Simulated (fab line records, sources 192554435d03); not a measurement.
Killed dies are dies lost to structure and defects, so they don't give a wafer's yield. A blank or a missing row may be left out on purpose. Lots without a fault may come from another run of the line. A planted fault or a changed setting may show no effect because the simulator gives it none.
Chamber matching | flow n5_finfet | N5_GATE_CUT_SAC_CAP_01 on ald_sin-04: 4 sister chambers
The step material SiNx, target thk 24 nm, pulse time 1 s, ald cycles 480. 16 wafers are shown with their chamber, then 8 later ones without.

WAFERS WITH THEIR CHAMBER
wafer  | chamber | heater_power_outer_w (W) | heater_power_w (W) | precursor_pulse_height_rel
L076.2 | 2       | 482                      | 761                | 0.962
L076.4 | 2       | 489                      | 747                | 1.000
L076.6 | 3       | 415                      | 664                | 0.983
L080.1 | 3       | 408                      | 660                | 1.007
L080.3 | 1       | 504                      | 783                | 0.969
L080.6 | 3       | 415                      | 667                | 0.957
L083.1 | 3       | 415                      | 651                | 0.977
L083.2 | 1       | 511                      | 814                | 0.970
L083.4 | 0       | 587                      | 904                | 0.999
L085.2 | 2       | 492                      | 771                | 1.020
L085.4 | 3       | 415                      | 663                | 0.973
L085.6 | 0       | 587                      | 902                | 1.005
L087.2 | 3       | 414                      | 657                | 0.973
L087.5 | 3       | 408                      | 691                | 1.018
L087.6 | 2       | 482                      | 761                | 0.966
L088.2 | 2       | 482                      | 762                | 1.002

SIGNATURES (means of the wafers above)
reading                    | chamber 0 | chamber 1 | chamber 2 | chamber 3 | scatter within a chamber
heater_power_outer_w       | 587.00    | 507.50    | 485.40    | 412.86    | 3.9
heater_power_w             | 903.00    | 798.50    | 760.40    | 664.71    | 12.1
precursor_pulse_height_rel | 1.00200   | 0.96950   | 0.99000   | 0.98400   | 0.0209
Rule: a wafer's distance from a chamber is the root of the sum, over the readings, of the square of ((its reading less the chamber's mean) divided by the reading's scatter). The wafer belongs to the nearest chamber; if the next one is less than 2 further off, it can't be placed. The scatter: the root of (the sum of the squares of (reading less its chamber's mean) over the shown wafers, divided by (wafers less chambers)).

WAFERS WITHOUT THEIR CHAMBER
wafer  | heater_power_outer_w (W) | heater_power_w (W) | precursor_pulse_height_rel
L088.3 | 407                      | 669                | 1.025
L088.5 | 504                      | 830                | 1.014
L092.1 | 414                      | 671                | 1.031
L092.4 | 485                      | 767                | 1.035
L092.6 | 575                      | 916                | 0.978
L096.2 | 513                      | 785                | 0.981
L096.3 | 420                      | 681                | 0.988
L096.6 | 412                      | 670                | 1.011

WHICH CHAMBER EACH WENT THROUGH
wafer  | from the rows above | in truth
L088.3 | 3                   | 3
L088.5 | 1                   | 1
L092.1 | 3                   | 3
L092.4 | 2                   | 2
L092.6 | 0                   | 0
L096.2 | 1                   | 1
L096.3 | 3                   | 3
L096.6 | 3                   | 3
Placed correctly: 8 of 8. Can't be placed from these rows: 0. Placed wrongly: 0.
